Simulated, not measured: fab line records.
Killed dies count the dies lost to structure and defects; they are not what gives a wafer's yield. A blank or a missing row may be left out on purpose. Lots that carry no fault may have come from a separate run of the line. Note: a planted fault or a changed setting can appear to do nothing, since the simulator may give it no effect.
fab line records    flow n5-finfet
record lots=6  wafers=16  last-day=18
route steps=1938 shown BEOL_M0@719 BEOL_M4@1111 PASSIVATION@1936
lots that met no fault: taken from a fault-free run of the same line
start-h: hours from the record's first day to the start of the lot's first wafer shown    wait-h: how many hours have passed since the lot's step before this one    " unchanged from the row above    L1.1+2: one row covering several wafers at once    - no value present, or no start provided    * or withheld: withheld    < > ~ a bound
route shown NAME@n: NAME is a module with steps in the file, n the number in the route of the first one    usual: mean/standard deviation of fault-free wafers    same: alike in all rows    chamber/n: place in a boat    sites: per-site readings    _std_site: the standard deviation of these    _edge_site: inner sites' mean taken away from outer sites' mean    radius-mm: how far each site lies from the wafer's centre    mask NAME#n: copy n    behind: the tool/chamber that last shaped the wafer    hold: why the lot was held/for how many hours/how that ended    device: transistor that didn't switch, given as n, p or np    end of line: the tests these same wafers got at the end of their route    for a step that has no rows: nothing shown but its recipe    killed: at the first sort, the dies lost to defects and structure; wafer yield is something else    map: per-die view of a wafer (x killed, . not killed, _ where there is no die)
set.NAME: the setting as run; set.NAME@STEP: as run at that earlier step    model.NAME: the simulator's own value behind a step, which no gauge read
certain route steps with their lots: each step a table, each wafer a row
services: a tool's chamber out of use, with start hour (start-h, from the record's first day; less than 0 if before it), hours out, and reason
## steps
# step N5_BEOL_M0_WET_ETCH_106
# recipe chemistry=DHF  dilution=10:1  temp-c=25  target=SiO2  target-depth-a=1300  dry=ipa-marangoni  rinse-time-s=30  rinse-temp-c=23
# step N5_BEOL_M0_ETCH_128
# recipe chemistry=CF4/N2  target-depth-a=120  overetch-a=51  target=SiCN  time-s=21.4  ion-energy-ev=150  pressure-mtorr=40  source-w=430  bias-w=70  Ar_flow_sccm=100  cf4-flow-sccm=60  n2-flow-sccm=60
# step N5_BEOL_M0_TRENCH_ETCH_107
# recipe chemistry=C4F6/O2  target-depth-a=328  target=SiOC  time-s=16.4  ion-energy-ev=250  pressure-mtorr=30  source-w=355  bias-w=185  Ar_flow_sccm=300  C4F6_flow_sccm=10  O2_flow_sccm=10
# usual bias-w=185.1/0.51  drypump-motor-current-A=5.8/0.48  oes_o_777_au=0.80/0.095  oes-product-au=0.81/0.095  rf-vpp-V=670/11  showerhead-plenum-p-Torr=2.87/0.081  throttle-valve-pct=20.74/0.19
lot.wafer  tool         chamber  start-h  wait-h  bias-w  drypump-motor-current-A  oes_o_777_au  oes-product-au  rf-hours-counter-h  rf-vpp-V  showerhead-plenum-p-Torr  throttle-valve-pct
L923.1     rie-diel-05  2        118.06   0.0     184.5   6.5                      0.71          0.70            219                 654       2.94                      21.21
L923.4     "            1        "        "       184.1   5.6                      0.90          0.89            -                   664       2.78                      20.78
L923.5     "            2        "        "       184.3   6.5                      0.71          0.70            -                   655       2.94                      21.19
L931.3     rie-diel-04  3        166.04   0.0     184.5   6.5                      0.72          0.72            -                   670       2.92                      20.81
L931.5     "            1        "        "       185.8   5.4                      0.90          0.90            -                   674       2.89                      20.63
L931.6     "            3        "        "       185.2   6.5                      0.71          0.72            -                   671       2.92                      20.81
L939.2     rie-diel-04  2        213.39   0.0     185.9   5.8                      0.68          0.69            252                 669       2.79                      20.99
L939.3     "            1        "        "       185.2   5.4                      0.88          0.87            49                  674       2.88                      20.65
L940.1     rie-diel-02  1        222.81   0.0     185.4   5.3                      0.85          0.84            71                  665       2.87                      20.69
L940.2     "            3        "        "       185.2   5.7                      0.85          0.88            31                  689       2.90                      20.49
L944.2     rie-diel-05  1        242.93   0.0     183.8   5.6                      0.84          0.84            68                  666       2.76                      20.86
L944.4     "            2        "        "       184.6   6.6                      0.96          0.98            4                   656       2.93                      20.91
L944.5     "            2        "        "       184.9   6.5                      0.96          0.98            -                   656       2.93                      20.90
L946.2     rie-diel-04  0        250.81   0.0     185.0   5.3                      0.85          0.89            21                  688       2.78                      20.26
L946.4     "            2        "        "       185.1   5.8                      0.98          1.00            -                   667       2.79                      20.66
L946.5     "            0        "        "       184.3   5.2                      0.85          0.89            -                   688       2.78                      20.28
# step N5_BEOL_M0_STRIP_142
# recipe chemistry=N2/H2  time-s=10  power-w=450  temp-c=40  pressure-mtorr=20  rf-frequency-hz=6e+07  bias-power-w=7  n2-flow-sccm=200  h2-flow-sccm=200
# step N5_BEOL_M0_OCD_MEAS_108
# usual trench-depth-nm=33.0/0.56
lot.wafer  tool    chamber  start-h  wait-h  trench-depth-nm
L923.1     ocd-01  -        118.16   0.1     31.9
L923.4     "       -        "        "       32.7
L923.5     "       -        "        "       32.3
L931.3     ocd-02  -        166.17   0.1     33.5
L931.5     "       -        "        "       33.6
L931.6     "       -        "        "       33.3
L939.2     ocd-01  -        213.50   0.1     32.8
L939.3     "       -        "        "       33.5
L940.1     ocd-02  -        222.92   0.1     32.3
L940.2     "       -        "        "       33.0
L944.2     ocd-01  -        243.04   0.1     33.7
L944.4     "       -        "        "       32.7
L944.5     "       -        "        "       33.4
L946.2     ocd-02  -        250.92   0.1     32.9
L946.4     "       -        "        "       33.7
L946.5     "       -        "        "       32.7
# step N5_BEOL_M0_HM_STRIP_129
# recipe chemistry=peroxide-tin-strip  material=TiN  target-depth-a=170  temp-c=50  time-s=108
# step N5_BEOL_M0_SRD_130
# recipe time-s=30  temp-c=23  rinse-liquid=diw  dry=ipa-marangoni
# step N5_BEOL_M0_ETCH_109
# recipe chemistry=CH3F/O2  target-depth-a=80  overetch-a=24  target=SiCN  time-s=27.4  ion-energy-ev=120  pressure-mtorr=30  source-w=395  bias-w=75  Ar_flow_sccm=150  CH3F_flow_sccm=30  O2_flow_sccm=20
# step N5_BEOL_M0_STRIP_139
# recipe chemistry=post-etch-residue-remover  time-s=60  temp-c=25  remover-ph=withheld  remover-water-wt-pct=withheld  remover-fluoride-wt-pct=withheld
# step N5_BEOL_M0_SRD_111
# recipe time-s=30  temp-c=23  rinse-liquid=diw  dry=ipa-marangoni
# step N5_BEOL_M0_DEGAS_112
# recipe ambient=vacuum  temp-c=250  time-s=60
# usual heater-power-w=328/36
lot.wafer  tool            chamber  start-h  wait-h  heater-power-w
L923.1     pvd-sputter-02  -        119.10   0.7     328
L923.4     "               -        "        "       391
L923.5     "               -        "        "       320
L931.3     pvd-sputter-02  -        166.63   0.2     329
L931.5     "               -        "        "       325
L931.6     "               -        "        "       329
L939.2     pvd-sputter-02  -        213.78   0.0     321
L939.3     "               -        "        "       313
L940.1     pvd-sputter-01  -        223.62   0.5     277
L940.2     "               -        "        "       280
L944.2     pvd-sputter-01  -        244.15   0.6     351
L944.4     "               -        "        "       287
L944.5     "               -        "        "       282
L946.2     pvd-sputter-03  -        251.94   0.6     321
L946.4     "               -        "        "       295
L946.5     "               -        "        "       369
# step N5_BEOL_M0_PRE_CLEAN_113
# recipe gas=H2/He  time-s=30  temp-c=250
# step N5_BEOL_M0_ALD_136
# recipe material=TaN  target-thk-a=*  temp-c=275  ald-precursor-family=PDMAT  ald-co-reactant=NH3  pressure-torr=3  carrier-flow-sccm=1500  pulse-time-s=2  purge-time-s=3  co-reactant-purge-time-s=2  co-reactant-pulse-time-s=3  ald-cycles=30  precursor-vessel-temp-c=75  precursor-vessel-pressure-torr=26.25  precursor-vessel-carrier-sccm=1000
# usual ald-cycles=30/0  chamber-pressure-Torr=3.001/0.0071  heater-power-w=418/29
# same co-reactant-pulse-time-s=3
lot.wafer  tool          chamber  start-h  wait-h  ald-cycles  chamber-pressure-Torr  heater-power-w  model.TaN_of_BEOL_M0_ALD_136.thk-nm
L923.1     ald-metal-02  1        119.22   0.1     30          3.005                  442             *
L923.4     "             0        "        "       30          3.006                  432             *
L923.5     "             1        "        "       30          3.003                  433             *
L931.3     ald-metal-02  2        166.84   0.2     30          3.000                  423             *
L931.5     "             3        "        "       30          3.000                  401             *
L931.6     "             0        "        "       30          2.995                  415             *
L939.2     ald-metal-02  2        213.88   0.0     30          3.007                  414             *
L939.3     "             0        "        "       45          3.018                  424             *
L940.1     ald-metal-02  0        223.85   0.2     45          2.998                  419             *
L940.2     "             3        "        "       30          2.999                  413             *
L944.2     ald-metal-03  0        244.36   0.1     30          2.999                  347             *
L944.4     "             1        "        "       30          3.001                  443             *
L944.5     "             3        "        "       30          3.016                  358             *
L946.2     ald-metal-03  3        252.04   0.0     30          3.000                  364             *
L946.4     "             1        "        "       30          2.995                  449             *
L946.5     "             0        "        "       30          3.002                  355             *
# step N5_BEOL_M0_SURFACE_TREAT_137
# recipe gas=Ar  time-s=*  ion-energy-ev=*  ion-current-ma-cm2=0.5  pressure-mtorr=*  ar-flow-sccm=30
# step N5_BEOL_M0_CVD_115
# recipe material=Co  target-thk-a=*  temp-c=withheld  precursor=CCTBA/H2  pressure-torr=30  time-s=120
# step N5_BEOL_M0_SPUTTER_116
# recipe material=Cu  target-thk-a=40  temp-c=-20  chamber-pressure-pa=0.07  power-w=withheld  time-s=7.37
# usual throttle-valve-pct=30.2/0.71
lot.wafer  tool            chamber  start-h  wait-h  throttle-valve-pct
L923.1     pvd-sputter-02  -        119.82   0.2     30.8
L923.4     "               -        "        "       30.9
L923.5     "               -        "        "       30.6
L931.3     pvd-sputter-01  -        167.43   0.1     29.1
L931.5     "               -        "        "       30.9
L931.6     "               -        "        "       29.3
L939.2     pvd-sputter-03  -        216.05   1.7     29.0
L939.3     "               -        "        "       30.7
L940.1     pvd-sputter-02  -        226.17   1.6     31.0
L940.2     "               -        "        "       30.1
L944.2     pvd-sputter-01  -        245.32   0.2     31.1
L944.4     "               -        "        "       30.6
L944.5     "               -        "        "       30.8
L946.2     pvd-sputter-02  -        253.52   0.5     29.8
L946.4     "               -        "        "       31.0
L946.5     "               -        "        "       30.7
# step N5_BEOL_M0_ANNEAL_117
# recipe temp-c=400  time-s=60  ambient=vacuum
# step N5_BEOL_M0_SPUTTER_132
# recipe material=Cu  target-thk-a=40  temp-c=-20  chamber-pressure-pa=0.07  power-w=withheld  time-s=7.37
# usual throttle-valve-pct=30.3/0.66
lot.wafer  tool            chamber  start-h  wait-h  throttle-valve-pct
L923.1     pvd-sputter-02  -        119.94   0.0     30.8
L923.4     "               -        "        "       30.7
L923.5     "               -        "        "       30.8
L931.3     pvd-sputter-01  -        167.55   0.0     29.5
L931.5     "               -        "        "       31.0
L931.6     "               -        "        "       29.3
L939.2     pvd-sputter-03  -        216.17   0.0     29.5
L939.3     "               -        "        "       30.8
L940.1     pvd-sputter-02  -        226.29   0.0     30.8
L940.2     "               -        "        "       29.7
L944.2     pvd-sputter-01  -        245.46   0.0     30.8
L944.4     "               -        "        "       30.7
L944.5     "               -        "        "       30.7
L946.2     pvd-sputter-02  -        253.64   0.0     30.1
L946.4     "               -        "        "       30.9
L946.5     "               -        "        "       30.6
# step N5_BEOL_M0_ANNEAL_133
# recipe temp-c=400  time-s=60  ambient=vacuum
# step N5_BEOL_M0_SPUTTER_134
# recipe material=Cu  target-thk-a=40  temp-c=-20  chamber-pressure-pa=0.07  power-w=withheld  time-s=7.37
# step N5_BEOL_M0_ANNEAL_135
# recipe temp-c=400  time-s=60  ambient=vacuum
# step N5_BEOL_M0_SPUTTER_141
# recipe material=Cu  target-thk-a=40  temp-c=-20  chamber-pressure-pa=0.07  power-w=withheld  time-s=7.37
# usual throttle-valve-pct=30.2/0.68
lot.wafer  tool            chamber  start-h  wait-h  throttle-valve-pct
L923.1     pvd-sputter-02  -        120.18   0.0     30.6
L923.4     "               -        "        "       30.5
L923.5     "               -        "        "       30.6
L931.3     pvd-sputter-01  -        167.79   0.0     29.3
L931.5     "               -        "        "       30.6
L931.6     "               -        "        "       29.3
L939.2     pvd-sputter-03  -        216.41   0.0     29.1
L939.3     "               -        "        "       30.8
L940.1     pvd-sputter-02  -        226.53   0.0     30.7
L940.2     "               -        "        "       29.9
L944.2     pvd-sputter-01  -        245.73   0.0     30.7
L944.4     "               -        "        "       30.9
L944.5     "               -        "        "       30.8
L946.2     pvd-sputter-02  -        253.88   0.0     29.7
L946.4     "               -        "        "       30.8
L946.5     "               -        "        "       30.5
# step N5_BEOL_M0_ECD_118
# recipe material=Cu  target-thk-a=3000
# step N5_BEOL_M0_ANNEAL_119
# recipe temp-c=225  time-s=90  ambient=N2
# step N5_BEOL_M0_CMP_120
# recipe stop-on=SiOC  t-overpolish-s=6.9  down-force-psi=1  platen-rpm=50  clearing-platen-down-force-psi=1.5  clearing-platen-rpm=50  post-cmp-clean=cu-alkaline  clearing-platen-pad-velocity-m-s=0.99484  pad-velocity-m-s=0.99484
# usual barrier-field-endpoint-s=3.60/0.13  motor-current-A=6.0/0.57  pad-life-wafers=1212/800  platen-rpm=50.00/0.036  slurry-filter-dp-kPa=13.50/0.15
lot.wafer  tool    chamber  start-h  wait-h  barrier-field-endpoint-s  motor-current-A  pad-life-wafers  platen-rpm  slurry-filter-dp-kPa
L923.1     cmp-02  2        120.68   0.3     3.76                      5.5              1854             49.99       13.69
L923.4     "       1        "        "       3.76                      5.3              1857             49.98       13.24
L923.5     "       2        "        "       3.59                      5.7              -                49.98       13.41
L931.3     cmp-02  2        168.35   0.2     3.52                      5.2              74               49.94       13.68
L931.6     "       0        "        "       3.57                      6.2              -                49.97       13.59
L931.5     "       1        "        "       3.44                      5.2              -                50.06       13.64
L939.3     cmp-01  0        216.91   0.2     4.39                      6.6              132              49.97       13.51
L939.2     "       3        "        "       3.61                      6.9              135              50.00       13.54
L940.2     cmp-03  0        227.04   0.2     3.75                      6.3              2004             49.99       13.65
L940.1     "       1        "        "       4.43                      5.5              2005             50.03       13.52
L944.4     cmp-02  3        246.27   0.2     3.49                      6.0              619              49.98       13.50
L944.2     "       0        "        "       3.50                      6.2              620              49.96       13.60
L944.5     "       2        "        "       3.54                      5.5              -                49.99       13.48
L946.2     cmp-02  3        254.90   0.2     3.49                      6.3              696              49.97       13.50
L946.4     "       0        "        "       3.47                      5.8              697              49.97       13.25
L946.5     "       3        "        "       3.48                      6.4              -                50.05       13.22
# step N5_BEOL_M4_RC_MEAS_101
# usual DIBL_N=36.2/1.6  DIBL_P=36.5/1.9  IOFF_N=0.158/0.027  IOFF_P=0.21/0.038  ION_N=675/12  ION_P=464/8.9  SS_N=71.5/0.61  SS_P=73.4/0.59  VT_N=250.4/3  VT_P=-250/3.6
lot.wafer  tool       chamber  start-h  wait-h  DIBL_N[mV/V]  DIBL_P[mV/V]  IOFF_N[nA/um]  IOFF_P[nA/um]  ION_N[uA/um]  ION_P[uA/um]  SS_N[mV/dec]  SS_P[mV/dec]  VT_N[mV]  VT_P[mV]
L923.1     prober-02  0        167.19   0.0     36.5          37.6          0.160          0.24           673           467           72.0          73.2          250.8     -250
L923.4     "          0        "        "       36.1          37.2          0.158          0.22           674           460           70.8          73.3          249.6     -251
L923.5     "          0        "        "       35.6          36.8          0.149          0.21           672           464           71.8          72.6          252.1     -249
L931.3     prober-01  0        212.85   0.3     36.4          34.1          0.138          0.15           662           449           71.5          73.1          253.4     -258
L931.5     "          0        "        "       34.5          33.1          0.119          0.14           654           447           70.9          73.1          253.1     -257
L931.6     "          0        "        "       36.6          35.9          0.148          0.18           676           458           71.7          73.3          249.8     -255
L939.2     prober-02  0        276.97   0.2     35.5          35.7          0.137          0.18           682           465           70.4          72.0          254.0     -254
L939.3     "          0        "        "       35.3          34.9          0.142          0.18           668           460           71.1          72.6          249.4     -252
L940.1     prober-01  0        279.61   0.0     36.4          37.3          0.157          0.20           678           461           72.5          73.5          250.1     -253
L940.2     "          0        "        "       33.2          34.9          0.121          0.18           669           465           70.8          72.5          253.1     -253
L944.2     prober-02  0        302.73   0.2     36.4          36.0          0.164          0.18           670           446           71.3          72.3          248.3     -250
L944.4     "          0        "        "       36.4          36.8          0.172          0.21           681           463           71.4          72.8          247.4     -251
L944.5     "          0        "        "       35.2          35.0          0.146          0.17           661           454           71.2          72.1          250.7     -253
L946.2     prober-01  0        313.16   0.2     37.9          38.1          0.188          0.26           677           468           72.0          73.1          250.6     -247
L946.4     "          0        "        "       38.5          39.4          0.212          0.30           686           477           72.1          74.5          246.6     -245
L946.5     "          0        "        "       36.0          36.8          0.159          0.24           672           469           71.3          73.4          250.9     -247
# step N5_PASSIVATION_PROBE_49
# usual defect-limited-yield=91.3/1.7  killed_at_M0_to_M3=33/11  killed_at_M4_up=14/5.5  killed-at-contacts=13/6.5  killed-at-front-end=39/13  killed-at-other=3.4/2.9  killed-dies=103/20  killed-open=69/15  killed-short=32/8.1  sort_bin_5_function=5.1/1.1  sort_bin_6_memory=3.3/0.74  sort-n-pass=1077/20  sort-yield-pct=91.3/1.7
# same gross-dies=1180  killed-at-back-side=0  sort_bin_4_leakage[%]=0  sort_bin_8_speed[%]=0
lot.wafer  tool       chamber  start-h  wait-h  defect-limited-yield[%]  killed_at_M0_to_M3  killed_at_M4_up  killed-at-contacts  killed-at-front-end  killed-at-other  killed-dies  killed-open  killed-short  sort_bin_5_function[%]  sort_bin_6_memory[%]  sort-n-pass  sort-yield-pct[%]
L939.3     prober-01  -        391.90   0.1     90.0                     35                  10               14                  57                   2                118          64           51            5.6                     3.8                   1062         90.0
L946.2     prober-02  -        429.58   0.1     93.6                     33                  6                4                   33                   0                76           46           29            3.6                     2.5                   1104         93.6
L946.4     prober-02  -        429.68   0.2     89.3                     48                  7                14                  49                   8                126          90           33            6.8                     3.6                   1054         89.3
L946.5     prober-02  -        429.73   0.2     90.0                     51                  11               8                   45                   3                118          74           44            5.8                     3.7                   1062         90.0
# killed by level:class
L939.3 FIN_SAQP:geometric-particle:short=18 FIN_SAQP:geometric-particle:open=14 MOL_CONTACT_COAG:geometric-particle:open=10 BEOL_M2:geometric-particle:open=8 BEOL_M0_SAQP:geometric-particle:short=7 BEOL_M2:geometric-particle:short=6 BEOL_M3:geometric-particle:open=6 STARTING-WAFER:geometric-particle:short=5
L946.2 STI_FIN_REVEAL:geometric-particle:open=11 BEOL_M0_SAQP:geometric-particle:short=10 BEOL_M2:geometric-particle:open=9 FIN_SAQP:geometric-particle:short=6 BEOL_M0_SAQP:geometric-particle:open=5 BEOL_M1:geometric-particle:open=5 MOL_CONTACT_COAG:geometric-particle:open=4 BEOL_M4:geometric-particle:open=4
L946.4 FIN_SAQP:geometric-particle:open=14 BEOL_M0_SAQP:geometric-particle:open=13 MOL_CONTACT_COAG:geometric-particle:open=12 STI_FIN_REVEAL:geometric-particle:open=11 BEOL_M0_SAQP:geometric-particle:short=11 FIN_SAQP:geometric-particle:short=9 BEOL_M1:geometric-particle:open=7 BEOL_M2:geometric-particle:open=7
L946.5 BEOL_M0_SAQP:geometric-particle:short=11 BEOL_M2:geometric-particle:open=11 FIN_SAQP:geometric-particle:short=9 FIN_SAQP:geometric-particle:open=9 STI_FIN_REVEAL:geometric-particle:open=7 BEOL_M0_SAQP:geometric-particle:open=7 MOL_CONTACT_COAG:geometric-particle:open=6 BEOL_M1:geometric-particle:open=6
## services
tool            chamber  start-h  hours  kind
pvd-sputter-02  -        97.81    1.0    repair
cmp-03          -        98.44    2.0    repair
pvd-sputter-03  -        102.99   3.6    repair
ald-metal-03    1        110.19   22.9   repair
cmp-03          -        113.38   2.4    repair
ald-metal-02    -        134.17   0.4    repair
cmp-01          -        139.82   0.6    repair
cmp-01          -        150.76   0.7    repair
ald-metal-02    1        150.83   3.9    repair
pvd-sputter-02  -        151.48   2.4    repair
cmp-02          -        157.47   4.0    pm
cmp-02          -        161.47   -      consumable-replace:conditioner
cmp-02          -        161.47   -      consumable-replace:pad
rie-diel-04     2        165.46   6.9    repair
cmp-02          -        167.32   0.3    repair
cmp-01          -        174.40   0.5    repair
cmp-02          -        182.42   8.2    pm
cmp-01          -        194.96   4.0    pm
rie-diel-04     0        212.51   4.9    repair
rie-diel-04     2        214.43   1.4    repair
cmp-03          -        218.16   5.0    pm
cmp-03          -        229.65   4.0    pm
cmp-02          -        231.85   0.3    repair
cmp-01          -        239.72   3.3    repair
## key
first-sign step=N5_BEOL_M0_ALD_136  reading=ald-cycles  direction=up  sigmas=99+  usual=*  struck=*
effect step=N5_BEOL_M0_CMP_120  reading=barrier-field-endpoint-s  direction=up  sigmas=6.5  usual=3.60  struck=4.41
model-effect step=N5_BEOL_M0_ALD_136  value=TaN_of_BEOL_M0_ALD_136.thk-nm  without=*  struck=*
met-at N5_BEOL_M0_ALD_136
struck-wafers L939.3,L940.1
onset-between 166.84 213.88
fault kind=process-parameter-drift  tool=ald-metal-02  chamber=-  onset-h=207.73  steps=N5_BEOL_M0_ALD_136  channel=ald-cycles  offset=*  shape=step  end-h=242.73  scope=struck-wafers-only  acts-in=*  stated=*
